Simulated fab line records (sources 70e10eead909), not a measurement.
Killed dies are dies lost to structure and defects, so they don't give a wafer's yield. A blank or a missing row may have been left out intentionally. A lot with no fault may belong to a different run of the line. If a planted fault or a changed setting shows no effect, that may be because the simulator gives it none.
Which of the tools did it? | flow nand-harc | 7 lots, 21 wafers sampled, at 1 step of a route of 1302

WHAT EACH GAUGE READ, for each wafer
NHARC_P_BONDPAD_THK_MEAS_33: measures by ellipsometry.
lot  | measured     | on            | thk-nm (nm)
L210 | day 7 06:11  | film-metro-01 | 200.4 199.6 199.9
L214 | day 9 00:07  | film-metro-01 | 199.3 199.9 200.7
L219 | day 10 23:37 | film-metro-02 | 200.5 200.1 203.6
L225 | day 13 08:08 | film-metro-01 | 198.7 200.7 201.2
L227 | day 13 23:10 | film-metro-02 | 199.2 199.9 200.7
L229 | day 14 21:25 | film-metro-02 | 200.4 200.0 201.0
L232 | day 16 07:44 | film-metro-01 | 198.6 201.5 202.3

EACH LOT AND THE TOOL THAT RAN IT (in order: tool; ch and the chambers of the sampled wafers; start)
There is no process step in the record ahead of these readings.

THE ANSWER, worked out from the rows above alone
Rule: usual is defined by the lots themselves. Put in order of their means at a reading, lots are off if they are a third of the lots or fewer, leave a main group of 4 or more, and stand apart from it by a gap of 3 or more times the standard deviation of the main group's means; of several such gaps the widest counts. If all means in a main group match to the digits the tables above print for the reading, that group is not used. A lot without any number at a reading at which 4 lots or more have one is off too. Any other lot the step has rows for is counted as sound.
Across all readings shown, no lot is off: no conclusion can be drawn from this.

WHAT THE SIMULATOR HAD INSERTED
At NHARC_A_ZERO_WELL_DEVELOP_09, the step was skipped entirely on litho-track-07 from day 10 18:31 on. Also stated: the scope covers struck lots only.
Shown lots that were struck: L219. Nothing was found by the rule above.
